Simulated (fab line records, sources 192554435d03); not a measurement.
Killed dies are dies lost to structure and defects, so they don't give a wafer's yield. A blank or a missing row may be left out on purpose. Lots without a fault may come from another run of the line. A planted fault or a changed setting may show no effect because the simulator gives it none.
Which tool did it? | flow n5_finfet | 7 lots, 19 wafers sampled, at 4 steps of a route of 1938

WHAT THE GAUGES READ, wafer by wafer
N5_BEOL_M14_CD_MEAS_10: target cd 250 nm.
lot  | measured     | on        | cd_nm (nm)
L588 | day 11 12:31 | cd_sem-02 | 251.2 251.6 251.0
L587 | day 11 12:42 | cd_sem-02 | 247.6 251.4 251.7
L590 | day 11 12:48 | cd_sem-03 | 251.9 250.2 251.3
L589 | day 11 22:53 | cd_sem-02 | 252.4 250.9 251.1
L591 | day 12 12:10 | cd_sem-03 | 250.3 253.9 255.2
L594 | day 15 00:15 | cd_sem-02 | 247.5 252.3
L601 | day 15 05:07 | cd_sem-03 | 252.2 248.7

N5_BEOL_M14_CD_MEAS_28: target cd 284.4 nm.
lot  | measured     | on        | cd_nm (nm)
L588 | day 11 13:22 | cd_sem-02 | 284.2 283.0 285.2
L587 | day 11 13:40 | cd_sem-02 | 283.0 287.0 285.9
L590 | day 11 13:43 | cd_sem-03 | 285.3 285.4 283.3
L589 | day 11 23:52 | cd_sem-03 | 282.7 286.9 285.7
L591 | day 12 13:02 | cd_sem-01 | 282.7 280.7 281.3
L594 | day 15 01:07 | cd_sem-01 | 283.4 297.2
L601 | day 15 06:25 | cd_sem-02 | 284.3 299.7

WHICH TOOL RAN EACH LOT (tool, then ch and the chambers of the sampled wafers, then the start)
lot  | N5_BEOL_M14_DESCUM_15              | N5_BEOL_M14_EXPOSE_25
L588 | rie_diel-01 ch 0,1, day 11 12:36   | krf_scanner-02 ch 0, day 11 13:12
L587 | rie_diel-02 ch 1,2,3, day 11 12:55 | krf_scanner-02 ch 0, day 11 13:30
L590 | rie_diel-01 ch 1,2, day 11 12:57   | krf_scanner-02 ch 0, day 11 13:32
L589 | rie_diel-04 ch 0,1,3, day 11 22:59 | krf_scanner-02 ch 0, day 11 23:41
L591 | rie_diel-02 ch 2,3, day 12 12:16   | krf_scanner-01 ch 0, day 12 12:52
L594 | rie_diel-01 ch 0,1, day 15 00:20   | krf_scanner-02 ch 0, day 15 00:56
L601 | rie_diel-04 ch 0,1, day 15 05:40   | krf_scanner-02 ch 0, day 15 06:15
- N5_BEOL_M14_DESCUM_15: chemistry O2, time 7.9 s.
- N5_BEOL_M14_EXPOSE_25: exposes mask M14, target cd 280 nm.

WHAT THE TOOLS THEMSELVES READ (means of the sampled wafers that have a number; where no wafer has one, the mark that the record gives instead)
N5_BEOL_M14_DESCUM_15.
lot  | tool        | drypump_motor_current_A (A) | oes_product_au (a.u.) | rf_vpp_V (V) | showerhead_plenum_p_Torr (Torr) | throttle_valve_pct (%)
L588 | rie_diel-01 | 6.1                         | 0.79                  | 243.1        | 2.07                            | 20.57
L587 | rie_diel-02 | 5.9                         | 0.72                  | 242.7        | 2.11                            | 20.62
L590 | rie_diel-01 | 5.8                         | 0.76                  | 242.1        | 2.05                            | 20.69
L589 | rie_diel-04 | 5.5                         | 0.80                  | 243.6        | 2.10                            | 20.52
L591 | rie_diel-02 | 6.1                         | 0.71                  | 244.0        | 2.14                            | 20.73
L594 | rie_diel-01 | 6.1                         | 0.74                  | 242.3        | 2.04                            | 20.52
L601 | rie_diel-04 | 5.4                         | 0.85                  | 243.4        | 2.06                            | 20.30

THE ANSWER, worked out from the rows above alone
Rule: what is usual is taken from the lots themselves. Put in order of their means at a reading, lots are off if they are a third of the lots or fewer, leave a main group of 4 or more, and stand apart from it by a gap of 3 or more times the standard deviation of the main group's means; of several such gaps the widest counts. A main group whose means are all the same, to the digits that the tables above print for the reading, isn't used. A lot without any number at a reading at which 4 lots or more have one is off too. The other lots that the step has rows for count as sound. The gauges are gone through in route order, then the tools' own readings, and for those a lot's mean is taken as printed above. The first step at which some lot is off is used, and at that step the reading that is off furthest; a lot without a number counts as furthest.
Off: L594, L601, at N5_BEOL_M14_CD_MEAS_28 (cd_nm). The main group: mean 284.2 nm, standard deviation 1.4.
A tool fits if, at a process step before that reading, it ran every lot that is off, and no sound lot after the first of them. The gauges at N5_BEOL_M14_CD_MEAS_28 are tried like those tools. One fits: krf_scanner-02 at N5_BEOL_M14_EXPOSE_25. Its last sound lot is L589 (day 11 23:41), its first lot that is off L594 (day 15 00:56): a fault that began between those two fits.

WHAT THE SIMULATOR HAD PUT IN
Process parameter drift: krf_scanner-02, from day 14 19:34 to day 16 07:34, at N5_BEOL_M14_EXPOSE_25. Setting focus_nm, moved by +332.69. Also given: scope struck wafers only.
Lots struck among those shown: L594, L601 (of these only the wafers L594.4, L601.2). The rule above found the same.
